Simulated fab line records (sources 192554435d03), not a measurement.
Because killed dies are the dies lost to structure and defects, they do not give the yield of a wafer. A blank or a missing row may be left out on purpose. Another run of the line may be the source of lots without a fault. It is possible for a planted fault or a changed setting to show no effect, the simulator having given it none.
Chamber matching	flow n5-finfet	N5_MOL_CONTACT_COAG_ETCH_47 on rie-diel-05: 4 sister chambers
The step etches SiNx in CH3F/O2, stops on W, target depth 27 nm. 16 wafers are shown with their chamber, then 8 later ones without.

== WAFERS, EACH WITH ITS CHAMBER ==
wafer	chamber	drypump-motor-current-A (A)	showerhead-plenum-p-Torr (Torr)	throttle-valve-pct (%)
L074.1	3	4.9	2.13	16.19
L074.4	1	5.5	2.04	16.40
L074.6	0	5.4	1.97	16.59
L078.1	0	5.4	1.97	16.61
L078.5	0	5.4	1.97	16.60
L078.6	3	4.9	2.13	16.21
L080.1	1	5.5	2.04	16.43
L080.3	0	5.4	1.96	16.62
L080.6	2	5.8	1.85	16.64
L081.2	0	5.4	1.96	16.61
L081.4	2	5.9	1.85	16.66
L081.5	3	4.9	2.13	16.22
L087.4	3	4.9	2.12	16.24
L087.5	1	5.5	2.03	16.45
L087.6	2	5.8	1.84	16.67
L088.1	3	4.9	2.12	16.25

SIGNATURES (means of the wafers above)
reading	chamber 0	chamber 1	chamber 2	chamber 3	scatter within a chamber
drypump-motor-current-A	5.400	5.500	5.833	4.900	0.0236
showerhead-plenum-p-Torr	1.9660	2.0367	1.8467	2.1260	0.00558
throttle-valve-pct	16.6060	16.4267	16.6567	16.2220	0.0194
Rule: a wafer's distance from a chamber is the root of the sum, over the readings, of the square of ((its reading less the chamber's mean) divided by the reading's scatter). If the next closest chamber is less than 2 further off than the closest, the wafer can't be placed; otherwise it belongs to the closest. The scatter is the square root of a quotient: the sum, over the shown wafers, of each reading's squared deviation from its chamber's mean, divided by wafers minus chambers.

== WAFERS WITH NO CHAMBER GIVEN ==
wafer	drypump-motor-current-A (A)	showerhead-plenum-p-Torr (Torr)	throttle-valve-pct (%)
L088.2	5.5	2.03	16.45
L088.4	5.8	1.84	16.68
L095.1	4.9	2.12	16.26
L095.4	4.9	2.12	16.27
L095.5	5.4	2.03	16.48
L097.3	4.9	2.11	16.27
L097.4	5.5	2.02	16.48
L097.5	5.8	1.83	16.70

== THE CHAMBER EACH PASSED THROUGH ==
wafer	from the rows above	in truth
L088.2	1	1
L088.4	2	2
L095.1	3	3
L095.4	3	3
L095.5	1	1
L097.3	3	3
L097.4	1	1
L097.5	2	2
8 of 8 placed correctly. From these rows, 0 cannot be placed. 0 placed wrongly.
